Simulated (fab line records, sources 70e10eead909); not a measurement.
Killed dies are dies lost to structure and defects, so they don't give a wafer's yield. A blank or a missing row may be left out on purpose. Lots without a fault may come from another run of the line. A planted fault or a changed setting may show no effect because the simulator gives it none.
Which tool did it? | flow nand_harc | 13 lots, 39 wafers sampled, at 6 steps of a route of 1159

WHAT THE GAUGES READ, wafer by wafer
NHARC_A_SOURCE_PLATE_THK_MEAS_09: measures by ellipsometry. Usual: thk_nm 9.9 nm, standard deviation 0.95.
lot  | measured     | on            | thk_nm (nm)    | flag
L605 | day 6 22:53  | film_metro-01 | 9.9 9.9 8.3    |
L606 | day 7 14:12  | film_metro-02 | 9.8 10.2 11.1  |
L608 | day 7 14:12  | film_metro-01 | 10.4 9.8 9.4   |
L607 | day 7 17:52  | film_metro-01 | 10.4 12.1 11.7 |
L610 | day 7 23:24  | film_metro-02 | 9.7 8.2 8.7    |
L612 | day 8 22:05  | film_metro-01 | 11.9 9.5 11.1  |
L613 | day 8 22:05  | film_metro-02 | 10.4 11.1 9.2  |
L614 | day 9 02:24  | film_metro-02 | 9.6 10.4 11.0  |
L615 | day 9 08:44  | film_metro-01 | 8.8 10.1 9.7   |
L616 | day 9 08:44  | film_metro-02 | 8.7 9.1 10.0   |
L617 | day 10 19:12 | film_metro-02 | 8.2 9.1 11.4   |
L627 | day 12 07:19 | film_metro-01 | 11.3 9.6 10.8  |
L628 | day 12 11:26 | film_metro-02 | 9.5 9.7 11.4   |

NHARC_A_ONON_D1_THK_MEAS_02: measures by ellipsometry. Usual: thk_nm 1000 nm, standard deviation 12.
lot  | measured     | on            | thk_nm (nm)                   | flag
L605 | day 7 13:16  | film_metro-02 | 1015 1015 1015                |
L606 | day 8 03:48  | film_metro-02 | 997 997 995                   |
L608 | day 8 03:48  | film_metro-01 | 1023 1022 1022                |
L607 | day 8 07:41  | film_metro-02 | 998 998 998                   |
L610 | day 8 13:10  | film_metro-02 | 1015 1015 1016                |
L612 | day 9 11:32  | film_metro-01 | 994 994 995                   |
L613 | day 9 11:32  | film_metro-02 | 995 995 996                   |
L614 | day 10 05:22 | film_metro-01 | 998 1000 1000                 |
L615 | day 10 05:25 | film_metro-01 | 1016 1015 1016                |
L616 | day 10 05:23 | film_metro-02 | 994 993 993                   |
L617 | day 11 09:47 | film_metro-01 | 1004 1006 1005                |
L627 | day 12 21:13 | film_metro-01 | 1466 1465 1467 1467 1466 1467 | OFF
L628 | day 13 01:18 | film_metro-01 | 1469 1470 1471 1469 1471 1469 | OFF

NHARC_END_SORT_01. Usual: killed_at_array 28, standard deviation 11; killed_at_other 0.7, standard deviation 0.88; killed_at_periphery 3.1, standard deviation 2.2; killed_dies 31, standard deviation 12; killed_open 3.3, standard deviation 2; killed_short 2.0, standard deviation 1.6.
lot  | measured     | on        | killed_at_array | killed_at_other | killed_at_periphery | killed_dies | killed_open | killed_short | flag
L627 | day 26 15:38 | prober-01 | 671 667 671     | 0 0 0           | 6 10 6              | 677 677 677 | 3 5 5       | 3 1 2        | OFF
L628 | day 25 18:10 | prober-02 | 675 675 675     | 0 1 0           | 2 1 2               | 677 677 677 | 0 2 1       | 1 2 1        | OFF

WHICH TOOL RAN EACH LOT (tool, then ch and the chambers of the sampled wafers, then the start)
lot  | NHARC_A_ZERO_WELL_ETCH_13        | NHARC_A_ZERO_WELL_RTA_16         | NHARC_A_ONON_D1_DEP_00
L605 | rie_si-03 ch 1,2,3, day 6 13:41  | rtp_anneal-02 ch 0, day 6 14:39  | pecvd_onon-02 ch 0, day 7 12:49
L606 | rie_si-03 ch 0,1,3, day 7 05:32  | rtp_anneal-02 ch 0, day 7 06:27  | pecvd_onon-03 ch 0, day 8 03:16
L608 | rie_si-01 ch 0,2,3, day 7 08:29  | rtp_anneal-02 ch 0, day 7 09:21  | pecvd_onon-04 ch 0, day 8 03:16
L607 | rie_si-02 ch 1,2, day 7 08:45    | rtp_anneal-02 ch 0, day 7 09:39  | pecvd_onon-03 ch 0, day 8 07:10
L610 | rie_si-01 ch 0,1,3, day 7 15:16  | rtp_anneal-01 ch 0, day 7 16:11  | pecvd_onon-04 ch 0, day 8 12:40
L612 | rie_si-02 ch 0,1, day 8 13:35    | rtp_anneal-02 ch 0, day 8 14:30  | pecvd_onon-04 ch 0, day 9 11:05
L613 | rie_si-02 ch 0,1,3, day 8 16:39  | rtp_anneal-01 ch 0, day 8 17:32  | pecvd_onon-03 ch 0, day 9 11:01
L614 | rie_si-01 ch 0,3, day 8 17:54    | rtp_anneal-01 ch 0, day 8 18:51  | pecvd_onon-03 ch 0, day 10 04:59
L615 | rie_si-01 ch 0,2,3, day 9 00:16  | rtp_anneal-01 ch 0, day 9 01:09  | pecvd_onon-04 ch 0, day 10 04:54
L616 | rie_si-02 ch 1,2,3, day 9 00:45  | rtp_anneal-01 ch 0, day 9 01:41  | pecvd_onon-02 ch 0, day 10 04:55
L617 | rie_si-02 ch 0,1,2, day 10 09:54 | rtp_anneal-01 ch 0, day 10 10:55 | pecvd_onon-03 ch 0, day 11 09:23
L627 | rie_si-03 ch 1,2,3, day 11 22:52 | rtp_anneal-02 ch 0, day 11 23:52 | pecvd_onon-04 ch 0, day 12 20:43
L628 | rie_si-02 ch 1,2,3, day 12 02:37 | rtp_anneal-02 ch 0, day 12 03:50 | pecvd_onon-04 ch 0, day 13 00:51
- NHARC_A_ZERO_WELL_ETCH_13: etches the open film in HBr/Cl2, target depth 120 nm, time 40.1 s.
- NHARC_A_ZERO_WELL_RTA_16: time 10 s.
- NHARC_A_ONON_D1_DEP_00: target thk 1000 nm.

WHAT THE TOOLS THEMSELVES READ (means of the sampled wafers that have a number; where no wafer has one, the mark that the record gives instead)
NHARC_A_ZERO_WELL_ETCH_13. Usual: drypump_motor_current_A 5.9 A, standard deviation 0.57; oes_product_au 0.992 a.u., standard deviation 0.012; throttle_valve_pct 26.406 %, standard deviation 0.0092.
lot  | tool      | drypump_motor_current_A (A) | oes_product_au (a.u.) | throttle_valve_pct (%) | flag
L605 | rie_si-03 | 5.7                         | 1.004                 | 26.408                 |
L606 | rie_si-03 | 6.1                         | 1.010                 | 26.406                 |
L608 | rie_si-01 | 5.8                         | 0.997                 | 26.397                 |
L607 | rie_si-02 | 6.2                         | 0.981                 | 26.412                 |
L610 | rie_si-01 | 6.2                         | 1.001                 | 26.406                 |
L612 | rie_si-02 | 6.5                         | 0.981                 | 26.421                 |
L613 | rie_si-02 | 6.3                         | 0.986                 | 26.401                 |
L614 | rie_si-01 | 6.4                         | 1.000                 | 26.414                 |
L615 | rie_si-01 | 5.8                         | 0.994                 | 26.409                 |
L616 | rie_si-02 | 6.0                         | 0.989                 | 26.395                 |
L617 | rie_si-02 | 6.0                         | 0.991                 | 26.396                 |
L627 | rie_si-03 | 5.7                         | 0.990                 | 26.406                 |
L628 | rie_si-02 | 6.0                         | 0.995                 | 26.395                 |

NHARC_A_ZERO_WELL_RTA_16. Usual: lamp_power_pct 31.5 %, standard deviation 1.4; wafer_temp_C_max 1004.3, standard deviation 1.3.
lot  | tool          | lamp_power_pct (%) | wafer_temp_C_max | flag
L605 | rtp_anneal-02 | 30.3               | 1003.4           |
L606 | rtp_anneal-02 | 30.4               | 1003.8           |
L608 | rtp_anneal-02 | 30.3               | 1004.0           |
L607 | rtp_anneal-02 | 30.3               | 1003.7           |
L610 | rtp_anneal-01 | 33.1               | 1006.0           |
L612 | rtp_anneal-02 | 30.3               | 1003.9           |
L613 | rtp_anneal-01 | 33.1               | 1005.5           |
L614 | rtp_anneal-01 | 33.0               | 1005.2           |
L615 | rtp_anneal-01 | 33.1               | 1004.8           |
L616 | rtp_anneal-01 | 33.1               | 1004.9           |
L617 | rtp_anneal-01 | 33.1               | 1005.6           |
L627 | rtp_anneal-02 | 30.3               | 1004.0           |
L628 | rtp_anneal-02 | 30.3               | 1003.1           |

THE ANSWER, worked out from the rows above alone
Rule: a lot is off if the mean of its wafers that have a number lies more than 3 standard deviations from the usual mean. A lot without any number at a reading at which 4 lots or more have one is off too. The other lots that the step has rows for count as sound. The gauges are gone through in route order, then the tools' own readings, and for those a lot's mean is taken as printed above. The first step at which some lot is off is used, and at that step the reading that is off furthest; a lot without a number counts as furthest.
Off: L627, L628, at NHARC_A_ONON_D1_THK_MEAS_02 (thk_nm).
A tool fits if, at a process step before that reading, it ran every lot that is off, and no sound lot after the first of them. The gauges at NHARC_A_ONON_D1_THK_MEAS_02 aren't tried: what is off there is off at NHARC_END_SORT_01 too, on other tools, and a gauge's error can't cause that. Can't be told from this: 2 tools fit, rtp_anneal-02 at NHARC_A_ZERO_WELL_RTA_16, pecvd_onon-04 at NHARC_A_ONON_D1_DEP_00.

WHAT THE SIMULATOR HAD PUT IN
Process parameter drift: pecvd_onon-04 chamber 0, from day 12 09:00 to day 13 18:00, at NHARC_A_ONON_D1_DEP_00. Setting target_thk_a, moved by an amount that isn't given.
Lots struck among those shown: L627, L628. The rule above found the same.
